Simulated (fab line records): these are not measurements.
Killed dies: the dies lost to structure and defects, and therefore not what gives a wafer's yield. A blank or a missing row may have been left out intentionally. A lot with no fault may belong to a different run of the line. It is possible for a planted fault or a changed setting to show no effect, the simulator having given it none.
Matching of chambers -- flow n5Finfet -- 4 sister chambers for N5_FIN_CUT_CUT_ETCH_15 on rieSi-04
The step etches Si in HBr/Cl2/O2, target depth 100 nm, bt time 10 s, time 42.4 s. 14 wafers are shown with their chamber, then 7 later ones without.

## WAFERS, EACH WITH ITS CHAMBER
wafer,chamber,drypumpMotorCurrentA (A),oesProductAu (a.u.),throttleValvePct (%)
L907.1,1,6.5,1.026,37.4
L907.4,3,5.0,0.989,37.3
L907.5,2,5.1,1.001,37.1
L908.1,2,5.1,1.005,37.1
L908.5,3,5.1,0.992,37.4
L908.6,0,6.3,0.996,36.9
L923.3,1,6.6,1.036,37.4
L923.4,0,6.3,0.984,36.8
L923.5,3,5.0,0.985,37.0
L924.1,0,6.3,0.983,36.8
L924.3,3,5.0,0.989,37.0
L924.5,0,6.3,0.986,36.8
L925.3,1,6.6,1.034,37.5
L925.5,3,5.0,0.983,37.0

SIGNATURES (averages over the wafers above)
reading,chamber 0,chamber 1,chamber 2,chamber 3,scatter within a chamber
drypumpMotorCurrentA,6.300,6.567,5.100,5.020,0.0383
oesProductAu,0.98725,1.03200,1.00300,0.98760,0.00471
throttleValvePct,36.825,37.433,37.100,37.140,0.129
Rule: a wafer's distance from a chamber is the root of the sum, over the readings, of the square of ((its reading less the chamber's mean) divided by the reading's scatter). If the next closest chamber is less than 2 further off than the closest, the wafer can't be placed; otherwise it belongs to the closest. How the scatter is found: for the shown wafers, subtract from each reading the mean of its chamber, square and add these, divide the total by (wafers less chambers), then take the root.

## WAFERS WITH NO CHAMBER GIVEN
wafer,drypumpMotorCurrentA (A),oesProductAu (a.u.),throttleValvePct (%)
L925.6,5.2,1.006,37.1
L927.2,5.1,0.987,37.0
L927.5,5.1,1.002,37.1
L927.6,6.6,1.029,37.4
L928.1,6.5,1.027,37.4
L928.2,6.3,0.994,36.8
L928.3,5.1,1.008,37.1

## CHAMBER TAKEN BY EACH
wafer,from the rows above,in truth
L925.6,2,2
L927.2,can't be placed: 3 or 2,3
L927.5,2,2
L927.6,1,1
L928.1,1,1
L928.2,0,0
L928.3,2,2
6 of 7 placed correctly. Not placeable from these rows: 1 (in 1, the candidates include the true chamber). Wrongly placed: 0.
